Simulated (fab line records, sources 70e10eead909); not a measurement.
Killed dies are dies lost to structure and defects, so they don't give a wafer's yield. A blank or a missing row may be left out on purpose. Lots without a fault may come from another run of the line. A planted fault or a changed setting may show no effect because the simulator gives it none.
Which tool did it? | flow nand_harc | 22 lots, 66 wafers sampled, at 5 steps of a route of 1302

WHAT THE GAUGES READ, wafer by wafer
NHARC_A_CONTACT_CD_MEAS_53.
lot  | measured     | on        | cd_nm (nm)
L075 | day 22 03:11 | cd_sem-03 | 290.5 290.3 290.5
L074 | day 22 03:31 | cd_sem-01 | 289.6 289.7 289.5
L076 | day 22 18:02 | cd_sem-02 | 289.2 289.0 289.9
L078 | day 22 18:24 | cd_sem-01 | 289.2 288.1 288.6
L077 | day 23 09:45 | cd_sem-02 | 290.1 290.4 290.3
L079 | day 24 06:26 | cd_sem-01 | 287.6 287.4 288.0
L081 | day 25 01:54 | cd_sem-01 | 289.2 289.7 289.4
L080 | day 25 07:24 | cd_sem-03 | 288.8 288.9 289.3
L083 | day 25 08:46 | cd_sem-02 | 290.0 290.3 290.5
L082 | day 25 12:06 | cd_sem-03 | 290.2 289.6 289.6
L084 | day 25 23:59 | cd_sem-03 | 289.2 289.6 289.4
L087 | day 26 21:11 | cd_sem-02 | 290.5 290.0 290.6
L089 | day 27 12:56 | cd_sem-01 | 290.0 289.6 290.1
L091 | day 27 19:26 | cd_sem-03 | 289.3 288.9 289.1
L090 | day 27 20:50 | cd_sem-02 | 290.2 290.2 290.4
L088 | day 28 01:46 | cd_sem-02 | 289.1 289.0 289.7
L092 | day 28 20:11 | cd_sem-02 | 290.4 291.0 290.7
L093 | day 29 05:27 | cd_sem-01 | 288.6 288.3 288.3
L095 | day 29 22:29 | cd_sem-01 | 290.5 290.5 290.6
L094 | day 29 22:50 | cd_sem-03 | 289.8 290.3 290.2
L096 | day 30 10:36 | cd_sem-03 | 289.1 288.9 288.9
L097 | day 31 03:40 | cd_sem-01 | 288.9 289.2 288.6

NHARC_A_CONTACT_CD_MEAS_15.
lot  | measured     | on        | cd_nm (nm)
L075 | day 22 19:17 | cd_sem-03 | 190.4 190.6 190.5
L074 | day 22 20:15 | cd_sem-01 | 190.1 189.8 190.2
L076 | day 23 11:55 | cd_sem-01 | 190.7 189.8 190.1
L078 | day 23 12:35 | cd_sem-03 | 190.3 189.4 189.4
L077 | day 24 03:50 | cd_sem-01 | 189.1 188.8 190.1
L079 | day 24 22:40 | cd_sem-01 | 189.9 189.9 190.3
L081 | day 25 21:10 | cd_sem-01 | 190.5 190.0 190.5
L080 | day 26 00:39 | cd_sem-03 | 189.3 188.7 190.0
L083 | day 26 01:04 | cd_sem-03 | 189.6 189.7 189.2
L082 | day 26 08:29 | cd_sem-03 | 189.4 189.1 189.4
L084 | day 27 00:16 | cd_sem-03 | 191.4 190.7 189.9
L087 | day 27 20:28 | cd_sem-03 | 189.6 190.0 188.7
L089 | day 28 10:22 | cd_sem-02 | 190.3 190.4 189.9
L091 | day 28 11:37 | cd_sem-01 | 189.5 190.1 190.2
L090 | day 28 16:37 | cd_sem-01 | 188.6 189.4 189.3
L088 | day 28 20:46 | cd_sem-02 | 189.9 190.6 190.0
L092 | day 29 14:56 | cd_sem-03 | 190.6 190.4 190.7
L093 | day 29 22:10 | cd_sem-02 | 191.5 190.8 190.2
L095 | day 30 14:41 | cd_sem-02 | 190.5 191.6 191.1
L094 | day 30 15:04 | cd_sem-03 | 190.2 189.6 189.4
L096 | day 31 02:56 | cd_sem-02 | 192.0 191.0 191.9
L097 | day 31 20:25 | cd_sem-02 | 189.6 189.8 190.3

WHICH TOOL RAN EACH LOT (tool, then ch and the chambers of the sampled wafers, then the start)
lot  | NHARC_A_CONTACT_ETCH_106           | NHARC_A_CONTACT_ETCH_31                       | NHARC_A_CONTACT_ETCH_98
L075 | rie_diel-11 ch 1,2,3, day 22 12:47 | rie_diel-11 ch 0,2,3, day 22 19:17 or earlier | rie_diel-11 ch 0,3, day 22 19:17 or earlier
L074 | rie_diel-11 ch 2,3, day 22 13:38   | rie_diel-01 ch 0,3, day 22 20:15 or earlier   | rie_diel-11 ch 0,1,2, day 22 20:15 or earlier
L076 | rie_diel-11 ch 0,1,3, day 23 03:41 | rie_diel-11 ch 0,2, day 23 11:55 or earlier   | rie_diel-05 ch 0,1,2, day 23 11:55 or earlier
L078 | rie_diel-11 ch 1,2, day 23 04:09   | rie_diel-01 ch 0,2,3, day 23 12:35 or earlier | rie_diel-05 ch 0,2,3, day 23 12:35 or earlier
L077 | rie_diel-05 ch 0,1,2, day 23 21:19 | rie_diel-05 ch 0,2,3, day 24 03:50 or earlier | rie_diel-01 ch 0,1,3, day 24 03:50 or earlier
L079 | rie_diel-05 ch 0,2,3, day 24 16:18 | rie_diel-11 ch 0,2,3, day 24 22:40 or earlier | rie_diel-11 ch 1,2,3, day 24 22:40 or earlier
L081 | rie_diel-11 ch 1,2, day 25 13:42   | rie_diel-05 ch 0,1, day 25 21:10 or earlier   | rie_diel-11 ch 0,1,2, day 25 21:10 or earlier
L080 | rie_diel-11 ch 0,2,3, day 25 16:56 | rie_diel-11 ch 0,2, day 26 00:39 or earlier   | rie_diel-05 ch 0,1,3, day 26 00:39 or earlier
L083 | rie_diel-11 ch 2,3, day 25 18:27   | rie_diel-01 ch 1,2,3, day 26 01:04 or earlier | rie_diel-11 ch 1,2, day 26 01:04 or earlier
L082 | rie_diel-05 ch 0,1, day 25 22:28   | rie_diel-11 ch 1,2, day 26 08:29 or earlier   | rie_diel-11 ch 1,2,3, day 26 08:29 or earlier
L084 | rie_diel-05 ch 0,2,3, day 26 13:13 | rie_diel-11 ch 0,1,2, day 27 00:16 or earlier | rie_diel-11 ch 1,2, day 27 00:16 or earlier
L087 | rie_diel-11 ch 1,2,3, day 27 09:12 | rie_diel-01 ch 0,2,3, day 27 20:28 or earlier | rie_diel-01 ch 0,1,3, day 27 20:28 or earlier
L089 | rie_diel-11 ch 0,1,3, day 27 23:52 | rie_diel-01 ch 1,2,3, day 28 10:22 or earlier | rie_diel-11 ch 0,1, day 28 10:22 or earlier
L091 | rie_diel-05 ch 0,2, day 28 05:03   | rie_diel-11 ch 0,2,3, day 28 11:37 or earlier | rie_diel-05 ch 0,1,2, day 28 11:37 or earlier
L090 | rie_diel-01 ch 1,2, day 28 10:14   | rie_diel-11 ch 2,3, day 28 16:37 or earlier   | rie_diel-01 ch 0,2,3, day 28 16:37 or earlier
L088 | rie_diel-05 ch 1,2,3, day 28 13:23 | rie_diel-05 ch 0,1,3, day 28 20:46 or earlier | rie_diel-05 ch 1,2,3, day 28 20:46 or earlier
L092 | rie_diel-01 ch 0,3, day 29 08:08   | rie_diel-01 ch 0,1,3, day 29 14:56 or earlier | rie_diel-11 ch 0,3, day 29 14:56 or earlier
L093 | rie_diel-11 ch 0,1,2, day 29 15:04 | rie_diel-11 ch 1,2,3, day 29 22:10 or earlier | rie_diel-11 ch 0,1,2, day 29 22:10 or earlier
L095 | rie_diel-11 ch 0,2,3, day 30 08:15 | rie_diel-11 ch 2,3, day 30 14:41 or earlier   | rie_diel-11 ch 0,1,2, day 30 14:41 or earlier
L094 | rie_diel-01 ch 0,1,2, day 30 08:28 | rie_diel-05 ch 0,1,2, day 30 14:58 or earlier | rie_diel-01 ch 0,1,3, day 30 14:58
L096 | rie_diel-11 ch 1,2,3, day 30 20:12 | rie_diel-01 ch 1,3, day 31 02:56 or earlier   | rie_diel-11 ch 1,3, day 31 02:56 or earlier
L097 | rie_diel-01 ch 0,3, day 31 13:26   | rie_diel-11 ch 0,1,2, day 31 20:25 or earlier | rie_diel-11 ch 1,2,3, day 31 20:25 or earlier
- NHARC_A_CONTACT_ETCH_106: etches the open film in CF4/O2, target depth 90 nm, overetch 9 nm, time 49.5 s.
- NHARC_A_CONTACT_ETCH_31: etches the open film in O2/COS, target depth 2800 nm, time 728 s.
- NHARC_A_CONTACT_ETCH_98: etches the open film in C4F6/O2, target depth 20 nm, time 10 s.

WHAT THE TOOLS THEMSELVES READ (means of the sampled wafers that have a number; where no wafer has one, the mark that the record gives instead)
NHARC_A_CONTACT_ETCH_106.
lot  | tool        | chamber_pressure_mTorr (mTorr) | drypump_motor_current_A (A) | oes_product_au (a.u.) | rf_vpp_V (V) | showerhead_plenum_p_Torr (Torr) | throttle_valve_pct (%)
L075 | rie_diel-11 | 29.983                         | 5.6                         | 0.999                 | 197.2        | 1.30                            | 13.394
L074 | rie_diel-11 | 30.021                         | 5.5                         | 1.004                 | 198.0        | 1.30                            | 13.404
L076 | rie_diel-11 | 29.987                         | 5.5                         | 1.013                 | 197.7        | 1.35                            | 13.393
L078 | rie_diel-11 | 30.010                         | 5.9                         | 0.999                 | 196.7        | 1.26                            | 13.401
L077 | rie_diel-05 | 29.973                         | 5.6                         | 1.008                 | 198.1        | 1.37                            | 13.395
L079 | rie_diel-05 | 29.991                         | 5.3                         | 1.006                 | 198.3        | 1.37                            | 13.406
L081 | rie_diel-11 | 29.999                         | 5.9                         | 1.000                 | 196.3        | 1.25                            | 13.403
L080 | rie_diel-11 | 29.989                         | 5.4                         | 1.001                 | 198.0        | 1.35                            | 13.393
L083 | rie_diel-11 | 30.004                         | 5.6                         | 0.995                 | 196.9        | 1.30                            | 13.398
L082 | rie_diel-05 | 29.985                         | 5.3                         | 1.003                 | 198.3        | 1.36                            | 13.408
L084 | rie_diel-05 | 30.008                         | 5.4                         | 1.003                 | 198.0        | 1.37                            | 13.402
L087 | rie_diel-11 | 29.991                         | 5.6                         | 1.001                 | 196.9        | 1.30                            | 13.392
L089 | rie_diel-11 | 30.008                         | 5.5                         | 0.993                 | 197.4        | 1.35                            | 13.402
L091 | rie_diel-05 | 29.989                         | 5.5                         | 1.010                 | 197.6        | 1.34                            | 13.394
L090 | rie_diel-01 | 30.017                         | 5.6                         | 0.989                 | 196.8        | 1.28                            | 13.398
L088 | rie_diel-05 | 29.976                         | 5.6                         | 1.005                 | 199.8        | 1.38                            | 13.401
L092 | rie_diel-01 | 30.017                         | 5.9                         | 1.010                 | 196.1        | 1.30                            | 13.398
L093 | rie_diel-11 | 29.994                         | 5.7                         | 1.003                 | 198.0        | 1.30                            | 13.404
L095 | rie_diel-11 | 29.996                         | 5.4                         | 1.004                 | 197.7        | 1.35                            | 13.396
L094 | rie_diel-01 | 30.000                         | 5.9                         | 0.994                 | 196.5        | 1.26                            | 13.396
L096 | rie_diel-11 | 29.984                         | 5.6                         | 0.998                 | 197.0        | 1.29                            | 13.402
L097 | rie_diel-01 | 29.965                         | 5.9                         | 1.004                 | 196.9        | 1.27                            | 13.394

NHARC_A_CONTACT_ETCH_31.
lot  | tool        | chamber_pressure_mTorr (mTorr) | drypump_motor_current_A (A) | oes_product_au (a.u.) | rf_vpp_V (V) | showerhead_plenum_p_Torr (Torr) | throttle_valve_pct (%)
L075 | rie_diel-11 | 20.008                         | 5.4                         | 1.006                 | 315.0        | 3.17                            | 28.328
L074 | rie_diel-01 | 19.996                         | 5.8                         | 0.998                 | 313.7        | 3.08                            | 28.328
L076 | rie_diel-11 | 19.980                         | 5.7                         | 1.004                 | 313.9        | 3.07                            | 28.336
L078 | rie_diel-01 | 19.981                         | 6.0                         | 0.994                 | 312.0        | 3.01                            | 28.336
L077 | rie_diel-05 | 20.011                         | 5.4                         | 1.004                 | 314.3        | 3.21                            | 28.339
L079 | rie_diel-11 | 20.006                         | 5.4                         | 1.007                 | 314.6        | 3.16                            | 28.329
L081 | rie_diel-05 | 20.006                         | 5.5                         | 0.996                 | 315.9        | 3.23                            | 28.331
L080 | rie_diel-11 | 20.009                         | 5.7                         | 0.999                 | 312.9        | 3.06                            | 28.332
L083 | rie_diel-01 | 20.007                         | 5.8                         | 0.995                 | 313.4        | 3.03                            | 28.342
L082 | rie_diel-11 | 20.000                         | 5.9                         | 0.999                 | 311.0        | 2.94                            | 28.336
L084 | rie_diel-11 | 20.000                         | 5.8                         | 0.996                 | 313.1        | 3.05                            | 28.335
L087 | rie_diel-01 | 19.973                         | 6.1                         | 0.998                 | 312.1        | 2.99                            | 28.332
L089 | rie_diel-01 | 20.020                         | 5.8                         | 1.001                 | 313.1        | 3.02                            | 28.327
L091 | rie_diel-11 | 20.003                         | 5.4                         | 0.995                 | 315.0        | 3.16                            | 28.327
L090 | rie_diel-11 | 20.027                         | 5.3                         | 1.003                 | 314.5        | 3.14                            | 28.331
L088 | rie_diel-05 | 19.999                         | 5.3                         | 0.999                 | 315.8        | 3.23                            | 28.326
L092 | rie_diel-01 | 19.993                         | 5.7                         | 0.997                 | 312.9        | 3.02                            | 28.331
L093 | rie_diel-11 | 20.006                         | 5.7                         | 1.004                 | 313.4        | 3.03                            | 28.329
L095 | rie_diel-11 | 19.999                         | 5.5                         | 1.013                 | 312.7        | 3.04                            | 28.321
L094 | rie_diel-05 | 20.010                         | 5.6                         | 0.999                 | 314.7        | 3.17                            | 28.330
L096 | rie_diel-01 | 19.995                         | 5.6                         | 1.001                 | 313.4        | 3.08                            | 28.329
L097 | rie_diel-11 | 20.006                         | 5.8                         | 1.000                 | 312.7        | 3.04                            | 28.330

NHARC_A_CONTACT_ETCH_98.
lot  | tool        | chamber_pressure_mTorr (mTorr) | drypump_motor_current_A (A) | oes_product_au (a.u.) | rf_vpp_V (V) | showerhead_plenum_p_Torr (Torr) | throttle_valve_pct (%)
L075 | rie_diel-11 | 30.011                         | 5.3                         | 0.963                 | 550          | 4.12                            | 26.904
L074 | rie_diel-11 | 30.019                         | 5.8                         | 0.955                 | 546          | 3.85                            | 26.900
L076 | rie_diel-05 | 30.011                         | 5.6                         | 0.960                 | 548          | 4.01                            | 26.907
L078 | rie_diel-05 | 29.986                         | 5.4                         | 1.004                 | 549          | 4.03                            | 26.913
L077 | rie_diel-01 | 30.009                         | 5.7                         | 0.941                 | 544          | 3.82                            | 26.905
L079 | rie_diel-11 | 30.005                         | 5.7                         | 0.944                 | 544          | 3.82                            | 26.908
L081 | rie_diel-11 | 30.001                         | 5.8                         | 0.947                 | 544          | 3.84                            | 26.907
L080 | rie_diel-05 | 30.013                         | 5.3                         | 0.988                 | 550          | 4.07                            | 26.911
L083 | rie_diel-11 | 29.990                         | 5.9                         | 0.946                 | 541          | 3.70                            | 26.898
L082 | rie_diel-11 | 30.012                         | 5.6                         | 0.953                 | 545          | 3.82                            | 26.900
L084 | rie_diel-11 | 29.985                         | 6.0                         | 0.966                 | 542          | 3.68                            | 26.901
L087 | rie_diel-01 | 30.005                         | 5.7                         | 0.961                 | 546          | 3.80                            | 26.909
L089 | rie_diel-11 | 29.991                         | 5.6                         | 0.943                 | 548          | 3.97                            | 26.901
L091 | rie_diel-05 | 29.997                         | 5.6                         | 0.963                 | 548          | 3.99                            | 26.905
L090 | rie_diel-01 | 30.021                         | 6.1                         | 0.958                 | 544          | 3.76                            | 26.902
L088 | rie_diel-05 | 30.025                         | 5.6                         | 0.945                 | 549          | 4.06                            | 26.898
L092 | rie_diel-11 | 30.027                         | 5.2                         | 0.994                 | 549          | 4.08                            | 26.902
L093 | rie_diel-11 | 30.006                         | 5.8                         | 0.940                 | 544          | 3.83                            | 26.903
L095 | rie_diel-11 | 29.988                         | 5.8                         | 0.946                 | 545          | 3.83                            | 26.906
L094 | rie_diel-01 | 29.960                         | 5.7                         | 0.968                 | 544          | 3.79                            | 26.901
L096 | rie_diel-11 | 29.986                         | 5.7                         | 0.948                 | 545          | 3.79                            | 26.911
L097 | rie_diel-11 | 30.012                         | 5.7                         | 0.956                 | 545          | 3.80                            | 26.905

THE ANSWER, worked out from the rows above alone
Rule: what is usual is taken from the lots themselves. Put in order of their means at a reading, lots are off if they are a third of the lots or fewer, leave a main group of 4 or more, and stand apart from it by a gap of 3 or more times the standard deviation of the main group's means; of several such gaps the widest counts. A main group whose means are all the same, to the digits that the tables above print for the reading, isn't used. A lot without any number at a reading at which 4 lots or more have one is off too. The other lots that the step has rows for count as sound. The gauges are gone through in route order, then the tools' own readings, and for those a lot's mean is taken as printed above. The first step at which some lot is off is used, and at that step the reading that is off furthest; a lot without a number counts as furthest.
No lot is off at any reading shown: from this, nothing can be told.

WHAT THE SIMULATOR HAD PUT IN
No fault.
